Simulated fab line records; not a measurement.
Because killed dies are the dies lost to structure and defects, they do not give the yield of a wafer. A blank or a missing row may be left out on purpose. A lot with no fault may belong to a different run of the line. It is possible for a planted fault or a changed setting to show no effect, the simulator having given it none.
Split-lot study + flow n5-finfet + 21 wafers read from 7 lots, route of 1938 steps

## ABOUT THE SPLIT
At N5_MOL_CONTACT_COAG_VIA_ETCH_46 (etches SiO2 in C4F6/O2, target depth 46 nm, overetch 9.2 nm, time 40 s), the setting bias-w was moved away from the recipe's 455 W on 9 of the 21 wafers read, by -16.3% to +16.7%. This setting was run at the recipe's value on the other wafers.

The reading is taken at the split's own step.

## THE READING
rf-vpp-V, in V, at N5_MOL_CONTACT_COAG_VIA_ETCH_46 (etches SiO2 in C4F6/O2, target depth 46 nm, overetch 9.2 nm, time 40 s). Typical for fault-free wafers on this fab line: 1581 V, with standard deviation 14 V.

| wafer  | tool, chamber at the split | bias-w as run, W | against the recipe | rf-vpp-V, V | against lot-mates on the recipe |
|--------|----------------------------|------------------|--------------------|-------------|---------------------------------|
| L077.1 | rie-diel-02, 2             | 409.4            | -10.0%             | 1444        | -116                            |
| L077.5 | rie-diel-02, 1             | 409.4            | -10.0%             | 1459        | -101                            |
| L077.6 | rie-diel-02, 2             | 455              | recipe             | 1560        | -                               |
| L078.4 | rie-diel-01, 3             | 455              | recipe             | 1589        | -                               |
| L078.5 | rie-diel-01, 2             | 455              | recipe             | 1573        | -                               |
| L078.6 | rie-diel-01, 3             | 518              | +13.8%             | 1751        | +170                            |
| L080.1 | rie-diel-06, 3             | 455              | recipe             | 1619        | -                               |
| L080.5 | rie-diel-06, 2             | 455              | recipe             | 1601        | -                               |
| L080.6 | rie-diel-06, 1             | 455              | recipe             | 1588        | -                               |
| L083.4 | rie-diel-02, 2             | 455              | recipe             | 1563        | -                               |
| L083.5 | rie-diel-02, 0             | 404.2            | -11.2%             | 1440        | -123                            |
| L083.6 | rie-diel-02, 3             | 404.2            | -11.2%             | 1447        | -116                            |
| L084.2 | rie-diel-02, 3             | 455              | recipe             | 1582        | -                               |
| L084.4 | rie-diel-02, 1             | 455              | recipe             | 1577        | -                               |
| L084.6 | rie-diel-02, 3             | 455              | recipe             | 1582        | -                               |
| L096.3 | rie-diel-02, 2             | 455              | recipe             | 1563        | -                               |
| L096.5 | rie-diel-02, 0             | 380.9            | -16.3%             | 1374        | -189                            |
| L096.6 | rie-diel-02, 3             | 380.9            | -16.3%             | 1383        | -180                            |
| L097.2 | rie-diel-02, 1             | 530.8            | +16.7%             | 1769        | +198                            |
| L097.4 | rie-diel-02, 0             | 455              | recipe             | 1571        | -                               |
| L097.5 | rie-diel-02, 0             | 530.8            | +16.7%             | 1761        | +190                            |

THE FIT
A straight line over all 21 wafers: rf-vpp-V changes by +12 V for each +1% of bias-w; r = +0.99; the points scatter about the line by 15 V.
The same after taking each lot's own level away (the mean of its wafers on the recipe; 21 wafers): +11.4 V for each +1%; r = +1.00; scatter 7.6 V.
That fit puts the effect of the largest move of bias-w on the reading at 1.9e+02 V.
The lots' own levels span 1560.0 to 1602.7 V, that is 3.0 times the standard deviation above.
Hence the lot-to-lot level has little effect on the slope; both slopes agree.
Check: with one of the wafers moved furthest among these (+16.7%) left out of the fit, the line predicts +191 V for it against its lot-mates. Against them it came out at +198 V.
Tool readings at the split's step, against how far the setting was moved: rf-vpp-V r = +0.99.

## OTHER SPLITS ON THESE WAFERS
Other splits were also applied to these wafers ahead of the reading. Each is held against what the fit with the lots' levels taken away leaves over:
| other split on the same wafers          | wafers away from the commonest value | r with rf-vpp-V (lot level and that fit taken away) |
|-----------------------------------------|--------------------------------------|-----------------------------------------------------|
| N5_SD_EPI_P_DESCUM_14 time-s            | 10                                   | +0.16                                               |
| N5_SDB_ETCH_18 time-s                   | 9                                    | -0.01                                               |
| N5_HKMG_FIN_EXPOSE_09 dose-mj           | 5                                    | -0.24                                               |
| N5_HKMG_FIN_PEB_10 peb-time-s           | 6                                    | -0.14                                               |
| N5_MOL_CONTACT_COAG_ETCHBACK_135 time-s | 2                                    | +0.26                                               |

## THE FILE'S OWN FIT
rf-vpp-V changes by +11.5 V for each +1% of bias-w, r = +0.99.
